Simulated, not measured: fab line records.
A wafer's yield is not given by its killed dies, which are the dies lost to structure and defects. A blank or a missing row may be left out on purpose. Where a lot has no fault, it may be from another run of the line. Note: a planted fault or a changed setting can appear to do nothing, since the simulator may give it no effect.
Split-lot experiment | flow n5Finfet | 7 lots, 39 wafers read, on a route of 1938 steps

## ABOUT THE SPLIT
At N5_MOL_CONTACT_COAG_ALD_123 (deposits SiNx, target thk 5 nm, pulse time 1 s, purge time 2 s), the setting aldCycles was moved away from the recipe's 100 on 9 of the 39 wafers read, by -8.0% to +17.0%. This setting was run at the recipe's value on the other wafers.

## FROM THE SPLIT TO THE READING: what the file shows between them, 5 steps
- N5_MOL_CONTACT_COAG_ETCHBACK_135: etches SiO2 in CHF3, target depth 25 nm, time 16.7 s (also split here: timeS)
- N5_MOL_CONTACT_COAG_STRIP_118: strips in CHF3
- N5_MOL_CONTACT_COAG_VIA_ETCH_46: etches SiO2 in C4F6/O2, target depth 46 nm, overetch 9.2 nm, time 40 s
- N5_MOL_CONTACT_COAG_STRIP_120: strips in CHF3
- N5_MOL_CONTACT_COAG_VIA_ETCH_117: etches SiO2 in C4F6/O2, target depth 40 nm, overetch 8 nm, time 26 s

## THE READING
etch.depthNm (the simulator's own value, which no gauge read), in nm, at N5_MOL_CONTACT_COAG_ETCH_124 (etches SiNx in CH3F/O2, stops on SiOC, target depth 6.5 nm). No usual value for it is given in the file. Here, 30 wafers ran the recipe; their average is 5.017 nm with a standard deviation of 0.026 nm.

wafer  | tool, chamber at the split | aldCycles as run | against the recipe | etch.depthNm, nm | against lot-mates on the recipe
L074.1 | aldSin-02, 2,3,0,1,3,0     | 100              | recipe             | 4.969            | -
L074.2 | aldSin-02, 2,3,0,1,3,0     | 100              | recipe             | 4.981            | -
L074.3 | aldSin-02, 2,3,0,1,3,0     | 100              | recipe             | 5.027            | -
L074.4 | aldSin-02, 2,3,0,1,3,0     | 100              | recipe             | 5.025            | -
L074.5 | aldSin-02, 2,3,0,1,3,0     | 100              | recipe             | 5.01             | -
L074.6 | aldSin-02, 2,3,0,1,3,0     | 100              | recipe             | 5.015            | -
L078.1 | aldSin-04, 2,3,1           | 117              | +17.0%             | 5.881            | +0.859
L078.2 | aldSin-04, 0,1,0           | 100              | recipe             | 5.02             | -
L078.3 | aldSin-04, 0,1,0           | 100              | recipe             | 5.016            | -
L078.4 | aldSin-04, 2,3,1           | 117              | +17.0%             | 5.847            | +0.825
L078.5 | aldSin-04, 2,3,1           | 117              | +17.0%             | 5.839            | +0.817
L078.6 | aldSin-04, 0,1,0           | 100              | recipe             | 5.031            | -
L077.1 | aldSin-03, 1,0,2           | 100              | recipe             | 5.034            | -
L077.2 | aldSin-03, 2,3,3           | 112              | +12.0%             | 5.624            | +0.573
L077.3 | aldSin-03, 2,3,3           | 112              | +12.0%             | 5.646            | +0.595
L077.4 | aldSin-03, 1,0,2           | 100              | recipe             | 5.089            | -
L077.5 | aldSin-03, 1,0,2           | 100              | recipe             | 5.029            | -
L077.6 | aldSin-03, 2,3,3           | 112              | +12.0%             | 5.641            | +0.590
L086.1 | aldSin-02, 2,3,3           | 92               | -8.0%              | 4.589            | -0.427
L086.2 | aldSin-02, 2,3,3           | 92               | -8.0%              | 4.633            | -0.383
L086.3 | aldSin-02, 0,1,2           | 100              | recipe             | 5.005            | -
L086.4 | aldSin-02, 0,1,2           | 100              | recipe             | 5.062            | -
L086.5 | aldSin-02, 0,1,2           | 100              | recipe             | 4.981            | -
L086.6 | aldSin-02, 2,3,3           | 92               | -8.0%              | 4.604            | -0.412
L087.1 | aldSin-02, 2,1,0           | 100              | recipe             | 5.009            | -
L087.2 | aldSin-02, 2,1,0           | 100              | recipe             | 5.01             | -
L087.5 | aldSin-02, 2,1,0           | 100              | recipe             | 4.981            | -
L088.1 | aldSin-02, 1,0,2,3,0,1     | 100              | recipe             | 5.048            | -
L088.2 | aldSin-02, 1,0,2,3,0,1     | 100              | recipe             | 5.007            | -
L088.3 | aldSin-02, 1,0,2,3,0,1     | 100              | recipe             | 4.991            | -
L088.4 | aldSin-02, 1,0,2,3,0,1     | 100              | recipe             | 5.028            | -
L088.5 | aldSin-02, 1,0,2,3,0,1     | 100              | recipe             | 5.021            | -
L088.6 | aldSin-02, 1,0,2,3,0,1     | 100              | recipe             | 5.041            | -
L090.1 | aldSin-02, 1,3,0,2,1,2     | 100              | recipe             | 5.029            | -
L090.2 | aldSin-02, 1,3,0,2,1,2     | 100              | recipe             | 4.998            | -
L090.3 | aldSin-02, 1,3,0,2,1,2     | 100              | recipe             | 4.988            | -
L090.4 | aldSin-02, 1,3,0,2,1,2     | 100              | recipe             | 5.002            | -
L090.5 | aldSin-02, 1,3,0,2,1,2     | 100              | recipe             | 5.051            | -
L090.6 | aldSin-02, 1,3,0,2,1,2     | 100              | recipe             | 5.009            | -
When a row names more than one chamber, that row covers several wafers, and the file does not tell which wafer ran in which chamber.

THE FIT
A straight line over all 39 wafers: etch.depthNm changes by +0.0502 nm for each +1% of aldCycles; r = +1.00; the points scatter about the line by 0.025 nm.
The same after taking each lot's own level away (the mean of its wafers on the recipe; 39 wafers): +0.0493 nm for each +1%; r = +1.00; scatter 0.021 nm.
According to that fit, moving aldCycles by its largest amount changes the reading by 0.84 nm.
Measured against the standard deviation above, the lots' own levels, which go from 5.0000 to 5.0507 nm, span 2.0 times it.
The two slopes agree, so the slope changes little with the lot-to-lot level.
Check: for one of the wafers moved furthest among these (+17.0%), held out of the fit, the line's prediction against its lot-mates is +0.831 nm. It came out at +0.859 nm against them.

## OTHER SPLITS APPLIED TO THESE WAFERS
Before the reading, these wafers also passed through other splits. Each is held against what the fit with the lots' levels taken away leaves over:
other split on the same wafers         | wafers away from the commonest value | r with etch.depthNm (lot level and that fit taken away)
N5_FIN_SAQP_SPACER1_ALD_24 aldCycles   | 18                                   | -0.04
N5_DUMMY_GATE_HM_DEP_06 timeS          | 30                                   | +0.02
N5_MOL_CONTACT_COAG_ALD_27 timeS       | 18                                   | +0.04
N5_MOL_CONTACT_COAG_ETCHBACK_135 timeS | 12                                   | +0.09

## THE WHOLE CHAIN: every reading that the file lists as answering this split, in the file's order
step                         | what it does                                                   | reading                                                                                 | change (the file's fit)                | r (the file's)
N5_MOL_CONTACT_COAG_ALD_123  | deposits SiNx, target thk 5 nm, pulse time 1 s, purge time 2 s | SiNx_of_MOL_CONTACT_COAG_ALD_123.thkNm (the simulator's own value, which no gauge read) | +0.0483 nm for each +1% of the setting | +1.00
N5_MOL_CONTACT_COAG_ETCH_124 | etches SiNx in CH3F/O2, stops on SiOC, target depth 6.5 nm     | etch.depthNm (the simulator's own value, which no gauge read)                           | +0.0492 nm for each +1% of the setting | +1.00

## FILE'S OWN FIT
etch.depthNm changes by +0.0492 nm for each +1% of aldCycles, r = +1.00.
